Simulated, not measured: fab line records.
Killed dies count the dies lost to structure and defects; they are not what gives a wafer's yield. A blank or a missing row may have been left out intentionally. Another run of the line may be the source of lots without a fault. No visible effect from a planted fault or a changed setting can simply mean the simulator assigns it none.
Matching of chambers -- flow n5-finfet -- N5_PASSIVATION_PECVD_55 on pecvd-04: 3 sister chambers
The step deposits SiO2 from SiH4/N2O, target thk 400 nm, time 22.5 s. 14 wafers are shown with their chamber, then 7 later ones without.

WAFERS PAIRED WITH THEIR CHAMBERS
wafer,chamber,throttle-valve-pct (%),showerhead-plenum-p-Torr (Torr),heater-power-w (W)
L075.2,0,49.2,8.12,865
L075.5,0,49.1,8.12,703
L075.6,1,50.3,8.18,606
L076.1,2,46.6,8.13,620
L076.4,0,48.9,8.13,708
L076.6,1,50.3,8.18,489
L082.2,0,49.2,8.12,864
L082.3,2,46.9,8.11,708
L082.6,2,47.1,8.12,718
L081.1,2,47.0,8.10,614
L081.5,2,46.8,8.12,708
L081.6,0,49.0,8.13,867
L088.1,2,47.2,8.14,665
L088.3,0,49.2,8.12,846

SIGNATURES (means of the wafers above)
reading,chamber 0,chamber 1,chamber 2,scatter within a chamber
throttle-valve-pct,49.100,50.300,46.933,0.169
showerhead-plenum-p-Torr,8.1233,8.1800,8.1200,0.0102
heater-power-w,808.83,547.50,672.17,67.4
Rule: a wafer's distance from a chamber is the root of the sum, over the readings, of the square of ((its reading less the chamber's mean) divided by the reading's scatter). If the next closest chamber is less than 2 further off than the closest, the wafer can't be placed; otherwise it belongs to the closest. The scatter: take each reading less its chamber's mean, square it, sum over the shown wafers, divide by the number of wafers less the number of chambers, and take the root.

WAFERS WITHOUT THEIR CHAMBER
wafer,throttle-valve-pct (%),showerhead-plenum-p-Torr (Torr),heater-power-w (W)
L088.4,47.1,8.12,697
L092.2,47.2,8.13,739
L092.3,50.3,8.17,515
L092.4,49.4,8.12,793
L095.1,50.2,8.19,546
L095.3,49.3,8.13,875
L095.4,49.3,8.13,855

CHAMBER TAKEN BY EACH
wafer,from the rows above,in truth
L088.4,2,2
L092.2,2,2
L092.3,1,1
L092.4,0,0
L095.1,1,1
L095.3,0,0
L095.4,0,0
Correct placement for 7 of the 7. From these rows, 0 cannot be placed. Number placed wrongly: 0.
